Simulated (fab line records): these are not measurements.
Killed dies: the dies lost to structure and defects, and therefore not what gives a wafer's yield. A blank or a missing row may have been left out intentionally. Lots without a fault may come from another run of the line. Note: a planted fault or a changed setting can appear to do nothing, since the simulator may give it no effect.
Matching of chambers ; flow n5-finfet ; N5_MOL_CONTACT_COAG_ETCH_105 on rie-diel-06: 4 sister chambers
The step etches SiARC in CF4, target depth 15.6 nm, time 26 s. 4 wafers are shown with their chamber, then 12 later ones without.

WAFERS PAIRED WITH THEIR CHAMBERS
wafer;chamber;throttle-valve-pct (%)
L086.1;2;15.92
L089.1;3;16.00
L089.2;1;15.32
L089.4;0;15.65

WAFERS WHOSE CHAMBER IS MISSING
wafer;throttle-valve-pct (%)
L090.3;15.31
L090.4;15.63
L090.6;15.30
L093.2;16.04
L093.5;15.35
L093.6;16.03
L094.1;15.40
L094.4;15.34
L094.6;16.05
L097.1;15.67
L097.2;16.05
L097.6;16.05

WHICH CHAMBER EACH ONE RAN IN
wafer;from the rows above;in truth
L090.3;1;1
L090.4;0;0
L090.6;1;1
L093.2;3;3
L093.5;1;1
L093.6;3;3
L094.1;1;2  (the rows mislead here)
L094.4;1;1
L094.6;3;3
L097.1;0;0
L097.2;3;3
L097.6;3;3
11 of 12 placed correctly. Number that these rows cannot place: 0. Wrongly placed: 1.
How it was worked out, from the rows above alone: a wafer's distance from a chamber is the root of the sum, over the readings, of the square of ((its reading less the chamber's mean) divided by the reading's scatter). The wafer belongs to the nearest chamber; if the next one is less than 2 further off, it can't be placed. For every chamber, the mean is computed from those of its wafers that are shown. The scatter: root of mean squared gap, hidden wafer to nearest shown wafer, with one shown wafer a chamber.
